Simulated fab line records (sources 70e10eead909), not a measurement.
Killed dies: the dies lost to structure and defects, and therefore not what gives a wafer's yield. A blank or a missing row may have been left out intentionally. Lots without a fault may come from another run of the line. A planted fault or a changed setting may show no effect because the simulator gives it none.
Struck lot and sound lot, side by side / flow nand_harc / 15 out of 1302 route steps
Sound: these wafers, L694.1, L694.4, L694.5. Wafers L697.1, L697.2, L697.4 were the ones struck. The cause comes at the end.
At each step with rows: each side's tool, then ch and its chambers, then its first start. Under that, the readings that differ: sound wafers / struck wafers / difference of the means / sigmas: that difference in standard deviations of wafers without a fault.
alike: readings with means less than 2 such deviations apart, plus words and numbers identical on both sides. not compared: withheld readings, readings lacking a value on some wafer, bounds such as >300 that could conceal the same value, and numbers that have no deviation in the record and whose values overlap.
A row with sigmas, a row that says differs or no value, or rows on one side alone: a step with any of these is where the two part. Numbers that don't overlap but have no deviation are shown without sigmas and don't part them. Lack of a reading on every wafer of one side parts them only where that side has two or more wafers.

first, 3 steps without rows for these wafers: NHARC_THIN_TSV_EXPOSE_09 (exposes mask TSV); NHARC_THIN_TSV_PEB_10 (peb time 85 s); NHARC_THIN_TSV_DEVELOP_11 (time 70 s).
NHARC_THIN_TSV_CD_MEAS_12: target cd 1000 nm.
  sound on cd_sem-03 ch 0, day 25 04:32; struck on cd_sem-02 ch 0, day 27 12:27
  alike: cd_nm
then, 1 step without rows for these wafers: NHARC_THIN_TSV_HARDBAKE_13 (time 80 s).
NHARC_THIN_TSV_DESCUM_14: chemistry O2, time 3 s.
  sound on rie_diel-05 ch 1,3, day 25 04:43; struck on rie_diel-05 ch 1,2,3, day 27 12:37
  alike: drypump_motor_current_A, oes_product_au, rf_vpp_V, showerhead_plenum_p_Torr, throttle_valve_pct
  not compared: rf_hours_counter_h
NHARC_THIN_TSV_ETCH_44: etches the open film in CF4/O2, target depth 1594.2 nm, time 797.1 s.
  sound on rie_diel-05 ch 2,3, day 25 04:53; struck on rie_diel-05 ch 0,2,3, day 27 12:42
  alike: drypump_motor_current_A, oes_product_au, rf_vpp_V, showerhead_plenum_p_Torr, throttle_valve_pct
  not compared: rf_hours_counter_h
NHARC_THIN_TSV_ETCH_15: target depth 3000 nm, bosch target overetch cycles 2, bosch etch step 2.8 s.
  sound on rie_si-02 ch 0,2,3, day 25 05:30; struck on rie_si-01 ch 0,1,3, day 27 13:16
  alike: drypump_motor_current_A
  not compared: rf_hours_counter_h
NHARC_THIN_TSV_CD_MEAS_16:
  struck on cd_sem-01, day 27 13:25; sound on cd_sem-01, day 25 05:38
  alike: cd_nm
NHARC_THIN_TSV_STRIP_45: strips in O2.
  sound on plasma_asher-01 ch 0,1, day 25 05:43; struck on plasma_asher-02 ch 0,1, day 27 13:29
reading=heater_power_w (W); sound=425 415 341; struck=303 259 256; difference=-121; sigmas=-2
  alike: drypump_motor_current_A
  not compared: rf_hours_counter_h
then, 2 steps without rows for these wafers: NHARC_THIN_TSV_STRIP_46 (strips in post etch residue remover, time 1200 s); NHARC_THIN_TSV_DEP_47 (deposits SiO2, target thk 200 nm).
NHARC_THIN_TSV_ETCHBACK_48: etches the open film in C4F8/Ar, target depth 1028.5 nm, time 405.17 s.
  sound on rie_diel-01 ch 0,1,3, day 25 06:59; struck on rie_diel-01 ch 0,1,3, day 27 14:41
  no value came back on the struck wafers for bias_w (W), chamber_pressure_mTorr (mTorr), oes_product_au (a.u.), rf_vpp_V (V); on the sound wafers bias_w (W) reads 300.9 300.2 299.9
  not compared: rf_hours_counter_h
NHARC_THIN_TSV_STRIP_62: strips in N2/H2, time 20 s.
  sound on plasma_asher-01 ch 1, day 25 07:34; struck on plasma_asher-01 ch 0,1, day 27 15:03
  alike: drypump_motor_current_A, heater_power_w
  not compared: rf_hours_counter_h
NHARC_END_SORT_01:
  only the struck wafers appear in the record here, on prober-01 ch 0 at day 28 07:14; the sound ones have no rows

WHERE THEY PART
First at NHARC_THIN_TSV_STRIP_45; last, within this record, at NHARC_END_SORT_01.

WHY: the cause the simulator had injected
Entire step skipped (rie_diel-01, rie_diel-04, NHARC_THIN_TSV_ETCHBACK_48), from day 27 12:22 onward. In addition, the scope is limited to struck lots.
